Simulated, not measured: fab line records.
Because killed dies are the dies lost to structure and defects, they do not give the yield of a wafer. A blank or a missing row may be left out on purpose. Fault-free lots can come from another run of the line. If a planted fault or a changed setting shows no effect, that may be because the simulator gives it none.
Which tool was responsible? / flow n5Finfet / 24 wafers from 8 lots sampled at 8 of the route's 1938 steps

== WHAT EACH GAUGE READ, for each wafer ==
N5_BEOL_M4_RC_MEAS_101. Usual: DIBL_N 36.4 mV/V, standard deviation 1.7; DIBL_P 36.4 mV/V, standard deviation 2.1; IOFF_N 0.16 nA/um, standard deviation 0.035; IOFF_P 0.21 nA/um, standard deviation 0.035; ION_N 680 uA/um, standard deviation 11; ION_P 465 uA/um, standard deviation 6.8; SS_N 71.5 mV/dec, standard deviation 0.58; SS_P 73.2 mV/dec, standard deviation 0.72; VT_N 249 mV, standard deviation 3.6; VT_P -250 mV, standard deviation 3.1.
lot=L994; measured=day 8 13:37; on=prober-01; DIBL_N (mV/V)=36.0 35.2 37.9; DIBL_P (mV/V)=37.7 36.5 39.5; IOFF_N (nA/um)=0.17 0.16 0.22; IOFF_P (nA/um)=0.24 0.22 0.28; ION_N (uA/um)=685 686 693; ION_P (uA/um)=469 471 476; SS_N (mV/dec)=71.2 71.3 72.1; SS_P (mV/dec)=73.6 73.5 74.4; VT_N (mV)=248 249 247; VT_P (mV)=-250 -250 -246; flag=
lot=L104; measured=day 11 07:11; on=prober-01; DIBL_N (mV/V)=35.3 35.7 36.4; DIBL_P (mV/V)=34.5 34.5 34.9; IOFF_N (nA/um)=0.14 0.15 0.16; IOFF_P (nA/um)=0.18 0.20 0.20; ION_N (uA/um)=679 679 678; ION_P (uA/um)=463 461 459; SS_N (mV/dec)=71.1 71.2 71.6; SS_P (mV/dec)=72.3 72.8 73.1; VT_N (mV)=250 248 247; VT_P (mV)=-252 -249 -252; flag=
lot=L105; measured=day 11 12:10; on=prober-02; DIBL_N (mV/V)=38.0 34.5 38.1; DIBL_P (mV/V)=36.6 33.9 37.7; IOFF_N (nA/um)=0.19 0.13 0.20; IOFF_P (nA/um)=0.25 0.21 0.28; ION_N (uA/um)=695 676 695; ION_P (uA/um)=473 473 474; SS_N (mV/dec)=72.4 70.4 72.4; SS_P (mV/dec)=73.9 72.5 74.1; VT_N (mV)=243 250 244; VT_P (mV)=-244 -250 -244; flag=
lot=L108; measured=day 12 04:37; on=prober-01; DIBL_N (mV/V)=34.6 35.9 36.6; DIBL_P (mV/V)=35.4 36.7 36.7; IOFF_N (nA/um)=0.13 0.16 0.17; IOFF_P (nA/um)=0.18 0.20 0.19; ION_N (uA/um)=671 684 684; ION_P (uA/um)=468 471 466; SS_N (mV/dec)=69.9 71.1 71.0; SS_P (mV/dec)=72.8 73.8 73.2; VT_N (mV)=252 251 253; VT_P (mV)=-253 -252 -252; flag=
lot=L111; measured=day 13 08:45; on=prober-01; DIBL_N (mV/V)=36.3 38.7 38.8; DIBL_P (mV/V)=34.1 36.9 36.5; IOFF_N (nA/um)=0.15 0.20 0.21; IOFF_P (nA/um)=0.21 0.25 0.24; ION_N (uA/um)=680 689 686; ION_P (uA/um)=469 472 465; SS_N (mV/dec)=71.4 72.1 71.3; SS_P (mV/dec)=73.1 73.9 73.6; VT_N (mV)=249 247 247; VT_P (mV)=-249 -248 -248; flag=
lot=L112; measured=day 13 14:23; on=prober-01; DIBL_N (mV/V)=36.7 35.4 35.4; DIBL_P (mV/V)=38.0 35.9 36.5; IOFF_N (nA/um)=0.19 0.17 0.18; IOFF_P (nA/um)=0.23 0.19 0.19; ION_N (uA/um)=681 684 690; ION_P (uA/um)=460 460 466; SS_N (mV/dec)=71.7 71.5 71.6; SS_P (mV/dec)=73.4 73.1 73.5; VT_N (mV)=245 246 248; VT_P (mV)=-249 -253 -254; flag=
lot=L114; measured=day 13 18:07; on=prober-01; DIBL_N (mV/V)=38.1 36.0 34.3; DIBL_P (mV/V)=38.2 34.8 33.1; IOFF_N (nA/um)=0.17 0.14 0.12; IOFF_P (nA/um)=0.26 0.20 0.18; ION_N (uA/um)=678 674 669; ION_P (uA/um)=476 470 466; SS_N (mV/dec)=71.5 71.9 70.5; SS_P (mV/dec)=74.7 72.7 72.2; VT_N (mV)=251 252 254; VT_P (mV)=-248 -250 -251; flag=
lot=L115; measured=day 13 21:46; on=prober-01; DIBL_N (mV/V)=36.0 34.6 38.6; DIBL_P (mV/V)=36.2 33.8 39.1; IOFF_N (nA/um)=0.16 0.12 0.21; IOFF_P (nA/um)=0.23 0.19 0.28; ION_N (uA/um)=678 665 692; ION_P (uA/um)=470 464 469; SS_N (mV/dec)=71.7 71.1 72.3; SS_P (mV/dec)=72.8 72.1 74.4; VT_N (mV)=248 252 247; VT_P (mV)=-249 -251 -247; flag=

N5_BEOL_M14_CD_MEAS_28: target cd 284.4 nm. Usual: cdNm at 283.9 nm, with a standard deviation of 1.7.
lot=L994; measured=day 11 18:37; on=cdSem-01; cdNm (nm)=285.1 283.0 283.5; flag=
lot=L104; measured=day 14 17:47; on=cdSem-03; cdNm (nm)=288.7 282.8 282.4; flag=
lot=L105; measured=day 14 23:53; on=cdSem-03; cdNm (nm)=283.4 283.0 283.5; flag=
lot=L108; measured=day 15 15:16; on=cdSem-02; cdNm (nm)=284.2 285.2 284.6; flag=
lot=L111; measured=day 16 19:52; on=cdSem-03; cdNm (nm)=286.6 281.2 283.1; flag=
lot=L112; measured=day 17 01:57; on=cdSem-03; cdNm (nm)=281.9 287.1 283.2; flag=
lot=L114; measured=day 17 01:11; on=cdSem-01; cdNm (nm)=286.3 281.0 282.9; flag=
lot=L115; measured=day 17 16:58; on=cdSem-01; cdNm (nm)=282.1 281.8 281.8; flag=

N5_BEOL_M14_THK_MEAS_50: measures by xrf. Usual: M14_THK gives 565 nm (standard deviation 12).
lot=L994; measured=day 11 21:05; on=filmMetro-02; M14_THK (nm)=588 581 581; flag=
lot=L104; measured=day 14 23:08; on=filmMetro-01; M14_THK (nm)=- - -; flag=OFF
lot=L105; measured=day 15 05:58; on=filmMetro-01; M14_THK (nm)=- - -; flag=OFF
lot=L108; measured=day 15 20:23; on=filmMetro-01; M14_THK (nm)=561 555 553; flag=
lot=L111; measured=day 17 00:37; on=filmMetro-01; M14_THK (nm)=557 563 552; flag=
lot=L112; measured=day 17 05:31; on=filmMetro-01; M14_THK (nm)=564 565 559; flag=
lot=L114; measured=day 17 03:35; on=filmMetro-01; M14_THK (nm)=565 565 551; flag=
lot=L115; measured=day 17 21:12; on=filmMetro-01; M14_THK (nm)=553 559 554; flag=

N5_BEOL_M14_RS_MEAS_54: a four-point-probe measurement. Usual: M14_RS gives 0.0333 ohm/sq (standard deviation 0.0006).
lot=L994; measured=day 11 21:13; on=filmMetro-02; M14_RS (ohm/sq)=0.0325 0.0330 0.0328; flag=
lot=L104; measured=day 14 23:16; on=filmMetro-02; M14_RS (ohm/sq)=32.548 32.529 32.828; flag=OFF
lot=L105; measured=day 15 06:05; on=filmMetro-01; M14_RS (ohm/sq)=32.637 32.751 32.423; flag=OFF
lot=L108; measured=day 15 20:31; on=filmMetro-01; M14_RS (ohm/sq)=0.0333 0.0335 0.0337; flag=
lot=L111; measured=day 17 00:45; on=filmMetro-01; M14_RS (ohm/sq)=0.0338 0.0331 0.0338; flag=
lot=L112; measured=day 17 05:38; on=filmMetro-01; M14_RS (ohm/sq)=0.0338 0.0335 0.0340; flag=
lot=L114; measured=day 17 03:43; on=filmMetro-02; M14_RS (ohm/sq)=0.0334 0.0334 0.0341; flag=
lot=L115; measured=day 17 21:20; on=filmMetro-01; M14_RS (ohm/sq)=0.0342 0.0337 0.0339; flag=

== EACH LOT AND THE TOOL THAT RAN IT (in order: tool; ch and the chambers of the sampled wafers; start) ==
lot=L994; N5_BEOL_M14_DESCUM_33=rieDiel-02 ch 1,2,3, day 11 18:55; N5_BEOL_M14_PRE_CLEAN_42=pvdSputter-01, day 11 19:53; N5_BEOL_M14_SPUTTER_45=pvdSputter-01, day 11 20:05; N5_BEOL_M14_CMP_49=cmp-02 ch 0,1,2, day 11 20:52
lot=L104; N5_BEOL_M14_DESCUM_33=rieDiel-02 ch 0,1, day 14 17:54; N5_BEOL_M14_PRE_CLEAN_42=pvdSputter-03, day 14 20:43; N5_BEOL_M14_SPUTTER_45=pvdSputter-03, day 14 20:55; N5_BEOL_M14_CMP_49=cmp-04 ch 0,1, day 14 22:52
lot=L105; N5_BEOL_M14_DESCUM_33=rieDiel-01 ch 1,2, day 15 00:07; N5_BEOL_M14_PRE_CLEAN_42=pvdSputter-01, day 15 04:52; N5_BEOL_M14_SPUTTER_45=pvdSputter-01, day 15 05:04; N5_BEOL_M14_CMP_49=cmp-02 ch 0,3, day 15 05:40
lot=L108; N5_BEOL_M14_DESCUM_33=rieDiel-01 ch 0,1,2, day 15 15:26; N5_BEOL_M14_PRE_CLEAN_42=pvdSputter-03, day 15 18:49; N5_BEOL_M14_SPUTTER_45=pvdSputter-03, day 15 19:01; N5_BEOL_M14_CMP_49=cmp-03 ch 0,1,2, day 15 20:05
lot=L111; N5_BEOL_M14_DESCUM_33=rieDiel-01 ch 0,1,3, day 16 20:00; N5_BEOL_M14_PRE_CLEAN_42=pvdSputter-01, day 16 23:31; N5_BEOL_M14_SPUTTER_45=pvdSputter-01, day 16 23:43; N5_BEOL_M14_CMP_49=cmp-04 ch 0,1,2, day 17 00:22
lot=L112; N5_BEOL_M14_DESCUM_33=rieDiel-01 ch 0,3, day 17 02:02; N5_BEOL_M14_PRE_CLEAN_42=pvdSputter-03, day 17 03:08; N5_BEOL_M14_SPUTTER_45=pvdSputter-03, day 17 03:20; N5_BEOL_M14_CMP_49=cmp-02 ch 0,2, day 17 05:13
lot=L114; N5_BEOL_M14_DESCUM_33=rieDiel-01 ch 0,1,3, day 17 01:16; N5_BEOL_M14_PRE_CLEAN_42=pvdSputter-03, day 17 02:29; N5_BEOL_M14_SPUTTER_45=pvdSputter-03, day 17 02:41; N5_BEOL_M14_CMP_49=cmp-04 ch 0,2,3, day 17 03:17
lot=L115; N5_BEOL_M14_DESCUM_33=rieDiel-01 ch 0,1,2, day 17 17:02; N5_BEOL_M14_PRE_CLEAN_42=pvdSputter-01, day 17 19:37; N5_BEOL_M14_SPUTTER_45=pvdSputter-01, day 17 19:49; N5_BEOL_M14_CMP_49=cmp-02 ch 0,3, day 17 20:56
- N5_BEOL_M14_DESCUM_33: chemistry O2, time 7.9 s.
- N5_BEOL_M14_PRE_CLEAN_42: time 30 s.
- N5_BEOL_M14_SPUTTER_45: material Cu, target thk 100 nm, time 16.67 s.
- N5_BEOL_M14_CMP_49: polishes, stops on SiO2, t overpolish 5.2 s, target thk 560 nm.

== AS READ BY THE TOOLS THEMSELVES (means over the sampled wafers that have a number; for cases with no such wafer, the mark the record gives instead) ==
N5_BEOL_M14_DESCUM_33. Usual: drypumpMotorCurrentA 5.8 A, standard deviation 0.54; oesProductAu 0.77 a.u., standard deviation 0.072; rfVppV 243.0 V, standard deviation 1.2; showerheadPlenumPTorr 2.08 Torr, standard deviation 0.059; throttleValvePct 20.53 %, standard deviation 0.23.
lot=L994; tool=rieDiel-02; drypumpMotorCurrentA (A)=5.8; oesProductAu (a.u.)=0.71; rfVppV (V)=242.9; showerheadPlenumPTorr (Torr)=2.09; throttleValvePct (%)=20.65; flag=
lot=L104; tool=rieDiel-02; drypumpMotorCurrentA (A)=6.3; oesProductAu (a.u.)=0.75; rfVppV (V)=243.9; showerheadPlenumPTorr (Torr)=2.09; throttleValvePct (%)=20.66; flag=
lot=L105; tool=rieDiel-01; drypumpMotorCurrentA (A)=5.3; oesProductAu (a.u.)=0.75; rfVppV (V)=241.5; showerheadPlenumPTorr (Torr)=2.09; throttleValvePct (%)=20.51; flag=
lot=L108; tool=rieDiel-01; drypumpMotorCurrentA (A)=5.3; oesProductAu (a.u.)=0.77; rfVppV (V)=243.1; showerheadPlenumPTorr (Torr)=2.09; throttleValvePct (%)=20.50; flag=
lot=L111; tool=rieDiel-01; drypumpMotorCurrentA (A)=5.6; oesProductAu (a.u.)=0.76; rfVppV (V)=243.2; showerheadPlenumPTorr (Torr)=2.10; throttleValvePct (%)=20.36; flag=
lot=L112; tool=rieDiel-01; drypumpMotorCurrentA (A)=5.9; oesProductAu (a.u.)=0.77; rfVppV (V)=243.2; showerheadPlenumPTorr (Torr)=2.09; throttleValvePct (%)=20.19; flag=
lot=L114; tool=rieDiel-01; drypumpMotorCurrentA (A)=5.7; oesProductAu (a.u.)=0.76; rfVppV (V)=243.4; showerheadPlenumPTorr (Torr)=2.10; throttleValvePct (%)=20.36; flag=
lot=L115; tool=rieDiel-01; drypumpMotorCurrentA (A)=5.3; oesProductAu (a.u.)=0.76; rfVppV (V)=243.0; showerheadPlenumPTorr (Torr)=2.08; throttleValvePct (%)=20.55; flag=

N5_BEOL_M14_PRE_CLEAN_42. Usual: heaterPowerW at 468 W, with a standard deviation of 43.
lot=L994; tool=pvdSputter-01; heaterPowerW (W)=458; flag=
lot=L104; tool=pvdSputter-03; heaterPowerW (W)=487; flag=
lot=L105; tool=pvdSputter-01; heaterPowerW (W)=469; flag=
lot=L108; tool=pvdSputter-03; heaterPowerW (W)=448; flag=
lot=L111; tool=pvdSputter-01; heaterPowerW (W)=463; flag=
lot=L112; tool=pvdSputter-03; heaterPowerW (W)=453; flag=
lot=L114; tool=pvdSputter-03; heaterPowerW (W)=447; flag=
lot=L115; tool=pvdSputter-01; heaterPowerW (W)=483; flag=

N5_BEOL_M14_SPUTTER_45. Usual: biasV 60.0 V, standard deviation 0.61; cathodeDcPowerW 26000 W, standard deviation 5.4; throttleValvePct 29.3 %, standard deviation 1.1.
lot=L994; tool=pvdSputter-01; biasV (V)=60.0; cathodeDcPowerW (W)=26000; throttleValvePct (%)=29.9; flag=
lot=L104; tool=pvdSputter-03; biasV (V)=-; cathodeDcPowerW (W)=-; throttleValvePct (%)=-; flag=OFF
lot=L105; tool=pvdSputter-01; biasV (V)=-; cathodeDcPowerW (W)=-; throttleValvePct (%)=-; flag=OFF
lot=L108; tool=pvdSputter-03; biasV (V)=60.1; cathodeDcPowerW (W)=26000; throttleValvePct (%)=29.2; flag=
lot=L111; tool=pvdSputter-01; biasV (V)=59.7; cathodeDcPowerW (W)=25997; throttleValvePct (%)=29.0; flag=
lot=L112; tool=pvdSputter-03; biasV (V)=60.1; cathodeDcPowerW (W)=26001; throttleValvePct (%)=28.7; flag=
lot=L114; tool=pvdSputter-03; biasV (V)=59.9; cathodeDcPowerW (W)=25995; throttleValvePct (%)=29.0; flag=
lot=L115; tool=pvdSputter-01; biasV (V)=60.4; cathodeDcPowerW (W)=26002; throttleValvePct (%)=28.7; flag=

N5_BEOL_M14_CMP_49. Usual: motorCurrentA 7.9 A, standard deviation 0.8; slurryFilterDpKPa 13.49 kPa, standard deviation 0.14; timeToEndpointS 122 s, standard deviation 5.2.
lot=L994; tool=cmp-02; motorCurrentA (A)=8.9; slurryFilterDpKPa (kPa)=13.38; timeToEndpointS (s)=122; flag=
lot=L104; tool=cmp-04; motorCurrentA (A)=8.0; slurryFilterDpKPa (kPa)=13.47; timeToEndpointS (s)=4; flag=OFF
lot=L105; tool=cmp-02; motorCurrentA (A)=7.1; slurryFilterDpKPa (kPa)=13.51; timeToEndpointS (s)=1; flag=OFF
lot=L108; tool=cmp-03; motorCurrentA (A)=7.3; slurryFilterDpKPa (kPa)=13.39; timeToEndpointS (s)=120; flag=
lot=L111; tool=cmp-04; motorCurrentA (A)=8.0; slurryFilterDpKPa (kPa)=13.40; timeToEndpointS (s)=126; flag=
lot=L112; tool=cmp-02; motorCurrentA (A)=8.7; slurryFilterDpKPa (kPa)=13.58; timeToEndpointS (s)=117; flag=
lot=L114; tool=cmp-04; motorCurrentA (A)=8.0; slurryFilterDpKPa (kPa)=13.44; timeToEndpointS (s)=123; flag=
lot=L115; tool=cmp-02; motorCurrentA (A)=7.8; slurryFilterDpKPa (kPa)=13.55; timeToEndpointS (s)=113; flag=

== THE ANSWER, worked out from the rows above alone ==
Rule: a lot counts as off when the mean over its wafers that have a number is more than 3 standard deviations away from the usual mean. A lot without any number at a reading at which 4 lots or more have one is off too. All remaining lots with rows at the step are treated as sound. First the gauges in route order, then the tools' own readings, where a lot's mean is used as printed above. The first step at which some lot is off is used, and at that step the reading that is off furthest; a lot without a number counts as furthest.
Off: L104, L105, at N5_BEOL_M14_THK_MEAS_50 (M14_THK). Without a number there: L104, L105.
If a tool, at a process step before that reading, ran all the lots that are off and no sound lot after the first of them, it fits. The gauges at N5_BEOL_M14_THK_MEAS_50 aren't tried: what is off there is off at N5_BEOL_M14_SPUTTER_45 too, on other tools, and a gauge's error can't cause that. No candidate that was tried fits.

== WHAT THE SIMULATOR PUT IN ==
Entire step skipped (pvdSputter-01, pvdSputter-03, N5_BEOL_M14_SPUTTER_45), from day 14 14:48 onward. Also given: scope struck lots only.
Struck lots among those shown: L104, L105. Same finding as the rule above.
